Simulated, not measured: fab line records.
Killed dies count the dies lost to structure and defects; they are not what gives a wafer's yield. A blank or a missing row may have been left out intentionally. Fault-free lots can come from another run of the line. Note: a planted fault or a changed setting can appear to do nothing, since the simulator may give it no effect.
One fault through the eyes of 2 desks ; flow nand_harc ; each desk holds nothing but its own numbers, with what lay behind them at the end

DESK OF THE TOOL OWNER: ald_sin_batch-03
The tool's own readings at NHARC_A_CHANNEL_FILL_D1_ALD_15 (deposits SiNx, target thk 2 nm, pulse time 60 s, ald cycles 19): means of the sampled wafers that have a number, for each lot that ran on this tool. If a lot's mean is further than 4 standard deviations from the usual mean, the lot is out of limits and carries the mark OUT (the distance appears in the brackets).
Columns: A = precursor_pulse_height_rel at NHARC_A_CHANNEL_FILL_D1_ALD_15, usual 0.998; B = susceptor_temp_C at NHARC_A_CHANNEL_FILL_D1_ALD_15, usual 629.91 C
lot;first seen here;A;B
L488;day 10 01:32;1.011;630.34
L493;day 11 12:28;0.981;630.42
L494;day 11 12:28;1.004;629.78
L495;day 12 04:40;1.008;-
L496;day 12 04:40;1.017;-
Finding of this desk: none of the 5 lots has anything out of limits.

THE METROLOGY DESK
What the gauges read for every lot (on any tool): the sampled wafers with a number, averaged. If a lot's mean is further than 4 standard deviations from the usual mean, the lot is out of limits and carries the mark OUT (the distance appears in the brackets).
Columns: A = cd_nm at NHARC_A_CHANNEL_HOLE_D1_CD_MEAS_18, usual 98.7 nm
lot;first seen here;A
L485;day 8 16:50;99.6
L486;day 8 23:49;97.1
L488;day 9 09:18;98.9
L489;day 9 15:50;99.0
L492;day 10 06:30;101.2
L493;day 10 20:21;98.3
L494;day 10 22:05;98.6
L495;day 11 12:33;97.4
L496;day 11 13:19;98.1
L498;day 11 14:31;99.6
L505;day 13 22:06;97.6
L506;day 13 22:26;99.6
Finding of this desk: none of the 12 lots has anything out of limits.

BROUGHT TOGETHER
Nothing out of limits was seen by the tool owner's desk.
Nothing out of limits was seen by the metrology desk.

WHAT THE SIMULATOR PUT IN
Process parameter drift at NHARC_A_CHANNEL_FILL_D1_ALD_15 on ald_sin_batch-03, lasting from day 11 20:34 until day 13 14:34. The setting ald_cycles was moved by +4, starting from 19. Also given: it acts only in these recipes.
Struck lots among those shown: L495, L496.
